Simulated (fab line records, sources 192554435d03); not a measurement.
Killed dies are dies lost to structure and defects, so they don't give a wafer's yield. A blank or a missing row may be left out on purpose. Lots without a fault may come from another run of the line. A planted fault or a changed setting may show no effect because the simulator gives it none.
Chamber matching | flow n5_finfet | N5_SDB_DESCUM_16 on rie_diel-05: 4 sister chambers
The step chemistry O2, time 7.9 s. 8 wafers are shown with their chamber, then 8 later ones without.

WAFERS WITH THEIR CHAMBER
wafer  | chamber | drypump_motor_current_A (A) | throttle_valve_pct (%)
L076.5 | 0       | 5.7                         | 20.57
L078.6 | 1       | 5.6                         | 20.37
L080.5 | 0       | 5.8                         | 20.19
L081.3 | 2       | 6.6                         | 20.68
L082.1 | 3       | 5.2                         | 20.22
L082.2 | 1       | 5.6                         | 20.38
L082.4 | 2       | 6.5                         | 20.68
L087.3 | 3       | 5.2                         | 20.22

WAFERS WITHOUT THEIR CHAMBER
wafer  | drypump_motor_current_A (A) | throttle_valve_pct (%)
L087.4 | 5.6                         | 20.42
L087.5 | 6.6                         | 20.71
L089.2 | 5.8                         | 20.22
L089.4 | 6.5                         | 20.71
L089.5 | 6.5                         | 20.70
L090.1 | 5.6                         | 20.43
L090.3 | 5.7                         | 20.23
L090.5 | 6.6                         | 20.71

WHICH CHAMBER EACH WENT THROUGH
wafer  | from the rows above     | in truth
L087.4 | 1                       | 1
L087.5 | 2                       | 2
L089.2 | 0                       | 0
L089.4 | 2                       | 2
L089.5 | 2                       | 2
L090.1 | 1                       | 1
L090.3 | can't be placed: 0 or 1 | 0
L090.5 | 2                       | 2
Placed correctly: 7 of 8. Can't be placed from these rows: 1 (the true chamber is among the candidates in 1). Placed wrongly: 0.
How it was worked out, from the rows above alone: a wafer's distance from a chamber is the root of the sum, over the readings, of the square of ((its reading less the chamber's mean) divided by the reading's scatter). The wafer belongs to the nearest chamber; if the next one is less than 2 further off, it can't be placed. A chamber's mean is the mean of its shown wafers. The scatter: the root of (the sum of the squares of (reading less its chamber's mean) over the shown wafers, divided by (wafers less chambers)).
